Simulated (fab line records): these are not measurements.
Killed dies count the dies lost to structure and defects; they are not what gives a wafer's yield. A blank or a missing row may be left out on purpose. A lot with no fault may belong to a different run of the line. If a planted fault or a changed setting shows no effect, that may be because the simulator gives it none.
Chamber matching :: flow n5Finfet :: rieDiel-03 running N5_GATE_CUT_HM_OPEN_40: 4 sister chambers
The step chemistry C4F6/O2, target SiO2, target depth 139 nm, time 85.1 s. 22 wafers are shown with their chamber, then 11 later ones without.

## WAFERS, EACH WITH ITS CHAMBER
wafer: L074.2
chamber: 3
showerheadPlenumPTorr (Torr): 2.92
rfVppV (V): 659
throttleValvePct (%): 21.05

wafer: L074.4
chamber: 1
showerheadPlenumPTorr (Torr): 2.92
rfVppV (V): 653
throttleValvePct (%): 21.27

wafer: L074.6
chamber: 1
showerheadPlenumPTorr (Torr): 2.92
rfVppV (V): 653
throttleValvePct (%): 21.27

wafer: L077.2
chamber: 0
showerheadPlenumPTorr (Torr): 2.74
rfVppV (V): 654
throttleValvePct (%): 21.21

wafer: L077.4
chamber: 2
showerheadPlenumPTorr (Torr): 2.84
rfVppV (V): 679
throttleValvePct (%): 21.36

wafer: L077.5
chamber: 0
showerheadPlenumPTorr (Torr): 2.74
rfVppV (V): 655
throttleValvePct (%): 21.22

wafer: L078.1
chamber: 3
showerheadPlenumPTorr (Torr): 2.92
rfVppV (V): 660
throttleValvePct (%): 21.04

wafer: L078.2
chamber: 0
showerheadPlenumPTorr (Torr): 2.74
rfVppV (V): 657
throttleValvePct (%): 21.22

wafer: L078.6
chamber: 0
showerheadPlenumPTorr (Torr): 2.74
rfVppV (V): 657
throttleValvePct (%): 21.23

wafer: L083.3
chamber: 3
showerheadPlenumPTorr (Torr): 2.92
rfVppV (V): 658
throttleValvePct (%): 21.06

wafer: L083.4
chamber: 2
showerheadPlenumPTorr (Torr): 2.83
rfVppV (V): 678
throttleValvePct (%): 21.39

wafer: L083.5
chamber: 1
showerheadPlenumPTorr (Torr): 2.92
rfVppV (V): 654
throttleValvePct (%): 21.28

wafer: L085.1
chamber: 3
showerheadPlenumPTorr (Torr): 2.91
rfVppV (V): 660
throttleValvePct (%): 21.07

wafer: L085.3
chamber: 0
showerheadPlenumPTorr (Torr): 2.74
rfVppV (V): 657
throttleValvePct (%): 21.24

wafer: L085.6
chamber: 0
showerheadPlenumPTorr (Torr): 2.74
rfVppV (V): 656
throttleValvePct (%): 21.24

wafer: L086.1
chamber: 2
showerheadPlenumPTorr (Torr): 2.83
rfVppV (V): 678
throttleValvePct (%): 21.39

wafer: L086.5
chamber: 0
showerheadPlenumPTorr (Torr): 2.74
rfVppV (V): 656
throttleValvePct (%): 21.23

wafer: L086.6
chamber: 2
showerheadPlenumPTorr (Torr): 2.83
rfVppV (V): 677
throttleValvePct (%): 21.41

wafer: L088.1
chamber: 0
showerheadPlenumPTorr (Torr): 2.73
rfVppV (V): 655
throttleValvePct (%): 21.25

wafer: L088.2
chamber: 2
showerheadPlenumPTorr (Torr): 2.83
rfVppV (V): 677
throttleValvePct (%): 21.39

wafer: L088.4
chamber: 0
showerheadPlenumPTorr (Torr): 2.73
rfVppV (V): 655
throttleValvePct (%): 21.26

wafer: L089.3
chamber: 0
showerheadPlenumPTorr (Torr): 2.73
rfVppV (V): 657
throttleValvePct (%): 21.24

SIGNATURES, as means of the wafers listed above
reading: showerheadPlenumPTorr
chamber 0: 2.7370
chamber 1: 2.9200
chamber 2: 2.8320
chamber 3: 2.9175
scatter within a chamber: 0.0045

reading: rfVppV
chamber 0: 655.90
chamber 1: 653.33
chamber 2: 677.80
chamber 3: 659.25
scatter within a chamber: 0.975

reading: throttleValvePct
chamber 0: 21.2340
chamber 1: 21.2733
chamber 2: 21.3880
chamber 3: 21.0550
scatter within a chamber: 0.0147
Rule: for a wafer and a chamber, the distance is found by dividing, reading by reading, the gap between the wafer's reading and the chamber's mean by the reading's scatter, squaring, summing and taking the root. The wafer belongs to the nearest chamber; if the next one is less than 2 further off, it can't be placed. How the scatter is found: for the shown wafers, subtract from each reading the mean of its chamber, square and add these, divide the total by (wafers less chambers), then take the root.

## WAFERS WITHOUT THEIR CHAMBER
wafer: L089.4
showerheadPlenumPTorr (Torr): 2.91
rfVppV (V): 652
throttleValvePct (%): 20.94

wafer: L089.6
showerheadPlenumPTorr (Torr): 2.73
rfVppV (V): 656
throttleValvePct (%): 21.25

wafer: L090.2
showerheadPlenumPTorr (Torr): 2.73
rfVppV (V): 655
throttleValvePct (%): 21.26

wafer: L090.4
showerheadPlenumPTorr (Torr): 2.91
rfVppV (V): 654
throttleValvePct (%): 20.96

wafer: L090.5
showerheadPlenumPTorr (Torr): 2.82
rfVppV (V): 677
throttleValvePct (%): 21.41

wafer: L094.1
showerheadPlenumPTorr (Torr): 2.73
rfVppV (V): 656
throttleValvePct (%): 21.27

wafer: L094.4
showerheadPlenumPTorr (Torr): 2.73
rfVppV (V): 656
throttleValvePct (%): 21.25

wafer: L094.5
showerheadPlenumPTorr (Torr): 2.91
rfVppV (V): 653
throttleValvePct (%): 20.96

wafer: L096.1
showerheadPlenumPTorr (Torr): 2.82
rfVppV (V): 677
throttleValvePct (%): 21.42

wafer: L096.5
showerheadPlenumPTorr (Torr): 2.73
rfVppV (V): 656
throttleValvePct (%): 21.28

wafer: L096.6
showerheadPlenumPTorr (Torr): 2.91
rfVppV (V): 658
throttleValvePct (%): 20.73

## WHICH CHAMBER EACH ONE RAN IN
wafer: L089.4
from the rows above: 3
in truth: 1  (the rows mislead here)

wafer: L089.6
from the rows above: 0
in truth: 0

wafer: L090.2
from the rows above: 0
in truth: 0

wafer: L090.4
from the rows above: 3
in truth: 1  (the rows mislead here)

wafer: L090.5
from the rows above: 2
in truth: 2

wafer: L094.1
from the rows above: 0
in truth: 0

wafer: L094.4
from the rows above: 0
in truth: 0

wafer: L094.5
from the rows above: 3
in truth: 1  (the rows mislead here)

wafer: L096.1
from the rows above: 2
in truth: 2

wafer: L096.5
from the rows above: 0
in truth: 0

wafer: L096.6
from the rows above: 3
in truth: 3
Correct placement for 8 of the 11. Left unplaced by these rows: 0. Wrongly placed: 3.
